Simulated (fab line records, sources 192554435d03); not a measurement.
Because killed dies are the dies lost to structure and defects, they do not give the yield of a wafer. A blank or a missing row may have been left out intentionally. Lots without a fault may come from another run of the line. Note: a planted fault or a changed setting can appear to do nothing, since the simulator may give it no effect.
Matching of chambers | flow n5-finfet | N5_BEOL_M7_STRIP_36 on rie-diel-02 has 4 sister chambers
The step strips in N2/H2. 16 wafers are shown with their chamber, then 8 later ones without.

## WAFERS, EACH WITH ITS CHAMBER
wafer  | chamber | drypump-motor-current-A (A) | showerhead-plenum-p-Torr (Torr) | oes-product-au (a.u.)
L074.2 | 0       | 6.3                         | 2.51                            | 0.71
L074.4 | 2       | 6.3                         | 2.57                            | 0.87
L074.6 | 1       | 6.4                         | 2.52                            | 0.71
L078.1 | 3       | 5.6                         | 2.68                            | 0.87
L078.2 | 0       | 6.3                         | 2.51                            | 0.71
L078.6 | 1       | 6.4                         | 2.52                            | 0.71
L080.1 | 1       | 6.4                         | 2.52                            | 0.71
L080.3 | 3       | 5.5                         | 2.68                            | 0.88
L080.4 | 2       | 6.4                         | 2.57                            | 0.84
L083.3 | 1       | 6.4                         | 2.51                            | 0.70
L083.4 | 0       | 6.3                         | 2.51                            | 0.71
L083.5 | 0       | 6.3                         | 2.51                            | 0.69
L088.1 | 0       | 6.3                         | 2.50                            | 0.68
L088.2 | 3       | 5.5                         | 2.66                            | 0.84
L088.4 | 1       | 6.4                         | 2.50                            | 0.70
L096.1 | 2       | 6.3                         | 2.56                            | 0.80

SIGNATURES (averages over the wafers above)
reading                  | chamber 0 | chamber 1 | chamber 2 | chamber 3 | scatter within a chamber
drypump-motor-current-A  | 6.300     | 6.400     | 6.333     | 5.533     | 0.0333
showerhead-plenum-p-Torr | 2.5080    | 2.5140    | 2.5667    | 2.6733    | 0.00782
oes-product-au           | 0.7000    | 0.7060    | 0.8367    | 0.8633    | 0.0188
Rule: a wafer's distance from a chamber is the root of the sum, over the readings, of the square of ((its reading less the chamber's mean) divided by the reading's scatter). The wafer belongs to the nearest chamber; if the next one is less than 2 further off, it can't be placed. The scatter: take each reading less its chamber's mean, square it, sum over the shown wafers, divide by the number of wafers less the number of chambers, and take the root.

## WAFERS WITHOUT THEIR CHAMBER
wafer  | drypump-motor-current-A (A) | showerhead-plenum-p-Torr (Torr) | oes-product-au (a.u.)
L096.5 | 6.3                         | 2.50                            | 0.68
L096.6 | 5.5                         | 2.66                            | 0.82
L097.4 | 6.3                         | 2.55                            | 0.80
L097.5 | 6.3                         | 2.49                            | 0.67
L097.6 | 6.4                         | 2.50                            | 0.69
L092.1 | 6.4                         | 2.55                            | 0.81
L092.3 | 6.3                         | 2.49                            | 0.66
L092.5 | 6.4                         | 2.50                            | 0.69

## WHICH CHAMBER EACH WENT THROUGH
wafer  | from the rows above     | in truth
L096.5 | 0                       | 0
L096.6 | 3                       | 3
L097.4 | 2                       | 2
L097.5 | can't be placed: 0 or 1 | 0
L097.6 | can't be placed: 1 or 0 | 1
L092.1 | 2                       | 2
L092.3 | can't be placed: 0 or 1 | 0
L092.5 | can't be placed: 1 or 0 | 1
Correct placement for 4 of the 8. Can't be placed from these rows: 4 (the true chamber is among the candidates in 4). Number placed wrongly: 0.
